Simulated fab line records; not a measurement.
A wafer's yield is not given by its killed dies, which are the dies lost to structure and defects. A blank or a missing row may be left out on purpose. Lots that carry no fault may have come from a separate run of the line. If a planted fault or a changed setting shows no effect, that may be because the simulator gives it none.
Which tool was responsible? | flow nand harc | Sampling: 7 lots, 20 wafers, 2 of 1302 route steps

## WHAT EACH GAUGE READ, for each wafer
NHARC_A_BLC_CD_MEAS_19.
lot  | measured     | on        | cd nm (nm)
L874 | day 23 08:58 | cd sem-03 | 98.3 101.1 98.4
L875 | day 23 22:56 | cd sem-03 | 102.2 102.6 100.3
L877 | day 24 07:05 | cd sem-02 | 100.9 103.1 98.9
L880 | day 26 03:19 | cd sem-02 | 99.2 98.6 101.6
L888 | day 28 03:40 | cd sem-01 | 100.2 101.2
L894 | day 30 22:15 | cd sem-01 | 101.2 98.8 103.0
L896 | day 31 20:04 | cd sem-02 | 98.3 97.1 98.5

## EACH LOT AND THE TOOL THAT RAN IT (in order: tool; ch and the chambers of the sampled wafers; start)
lot  | NHARC_A_BLC_ETCH_17
L874 | rie diel-01 ch 0,1, day 23 08:58 or earlier
L875 | rie diel-02 ch 0,2,3, day 23 22:56 or earlier
L877 | rie diel-02 ch 1,3, day 24 07:05 or earlier
L880 | rie diel-01 ch 0,2, day 26 03:19 or earlier
L888 | rie diel-01 ch 0, day 28 03:40 or earlier
L894 | rie diel-06 ch 1,2,3, day 30 22:15 or earlier
L896 | rie diel-06 ch 0,3, day 31 20:04 or earlier
- NHARC_A_BLC_ETCH_17: etches the open film in N2/H2, target depth 390 nm, time 609.38 s.

## THE ANSWER, worked out from the rows above alone
Rule: the lots themselves supply what counts as usual. Put in order of their means at a reading, lots are off if they are a third of the lots or fewer, leave a main group of 4 or more, and stand apart from it by a gap of 3 or more times the standard deviation of the main group's means; of several such gaps the widest counts. Not used: any main group whose means are identical at the precision the tables above print for the reading. Also off: a lot with no number at a reading for which 4 or more lots have one. Where the step has rows for the other lots, those lots are counted as sound.
No lot is off at any reading shown: from this, nothing can be told.

## WHAT HAD BEEN PUT IN BY THE SIMULATOR
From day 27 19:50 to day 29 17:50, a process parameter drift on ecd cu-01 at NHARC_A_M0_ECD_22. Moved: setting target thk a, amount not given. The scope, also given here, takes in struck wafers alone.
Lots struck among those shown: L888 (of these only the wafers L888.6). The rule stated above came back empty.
